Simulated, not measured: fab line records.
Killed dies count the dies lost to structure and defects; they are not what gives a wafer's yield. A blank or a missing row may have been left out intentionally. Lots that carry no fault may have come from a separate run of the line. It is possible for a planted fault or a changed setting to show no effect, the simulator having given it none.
Matching of chambers | flow n5Finfet | rieDiel-05 running N5_BEOL_M10_STRIP_36: 4 sister chambers
The step strips in N2/H2. 18 wafers are shown with their chamber, then 9 later ones without.

== EACH WAFER AND ITS CHAMBER ==
wafer  | chamber | showerheadPlenumPTorr (Torr) | oesProductAu (a.u.) | throttleValvePct (%)
L075.1 | 2       | 2.56                         | 0.84                | 23.5
L075.3 | 1       | 2.63                         | 0.69                | 23.8
L075.6 | 1       | 2.63                         | 0.69                | 23.8
L077.1 | 0       | 2.68                         | 0.83                | 23.1
L077.2 | 1       | 2.63                         | 0.68                | 23.8
L077.5 | 0       | 2.68                         | 0.83                | 23.2
L076.1 | 1       | 2.63                         | 0.70                | 23.8
L076.3 | 3       | 2.45                         | 0.81                | 23.4
L076.5 | 2       | 2.56                         | 0.85                | 23.5
L078.1 | 3       | 2.45                         | 0.81                | 23.5
L078.3 | 0       | 2.68                         | 0.83                | 23.2
L078.5 | 2       | 2.56                         | 0.82                | 23.5
L080.1 | 3       | 2.45                         | 0.81                | 23.4
L080.4 | 0       | 2.68                         | 0.83                | 23.2
L080.6 | 2       | 2.56                         | 0.82                | 23.5
L082.2 | 3       | 2.45                         | 0.79                | 23.5
L082.3 | 2       | 2.56                         | 0.82                | 23.6
L082.6 | 3       | 2.44                         | 0.82                | 23.5

SIGNATURES (means of the wafers above)
reading               | chamber 0 | chamber 1 | chamber 2 | chamber 3 | scatter within a chamber
showerheadPlenumPTorr | 2.6800    | 2.6300    | 2.5600    | 2.4480    | 0.00239
oesProductAu          | 0.8300    | 0.6900    | 0.8300    | 0.8080    | 0.0103
throttleValvePct      | 23.175    | 23.800    | 23.520    | 23.460    | 0.0443
Rule: a wafer lies at a distance from a chamber equal to the root of the sum of squares, over the readings, of (its reading less the chamber's mean, divided by the reading's scatter). The wafer belongs to the nearest chamber; if the next one is less than 2 further off, it can't be placed. The scatter: the root of (the sum of the squares of (reading less its chamber's mean) over the shown wafers, divided by (wafers less chambers)).

== WAFERS WITH NO CHAMBER GIVEN ==
wafer  | showerheadPlenumPTorr (Torr) | oesProductAu (a.u.) | throttleValvePct (%)
L088.1 | 2.55                         | 0.78                | 23.6
L088.4 | 2.62                         | 0.66                | 23.8
L088.5 | 2.44                         | 0.79                | 23.5
L089.1 | 2.55                         | 0.80                | 23.6
L089.3 | 2.67                         | 0.80                | 23.2
L089.6 | 2.67                         | 0.80                | 23.2
L092.1 | 2.61                         | 0.66                | 23.8
L092.2 | 2.67                         | 0.80                | 23.2
L092.3 | 2.55                         | 0.79                | 23.6

== WHICH CHAMBER EACH WENT THROUGH ==
wafer  | from the rows above | in truth
L088.1 | 2                   | 2
L088.4 | 1                   | 1
L088.5 | 3                   | 3
L089.1 | 2                   | 2
L089.3 | 0                   | 0
L089.6 | 0                   | 0
L092.1 | 1                   | 1
L092.2 | 0                   | 0
L092.3 | 2                   | 2
9 of 9 placed correctly. Not placeable from these rows: 0. Wrongly placed: 0.
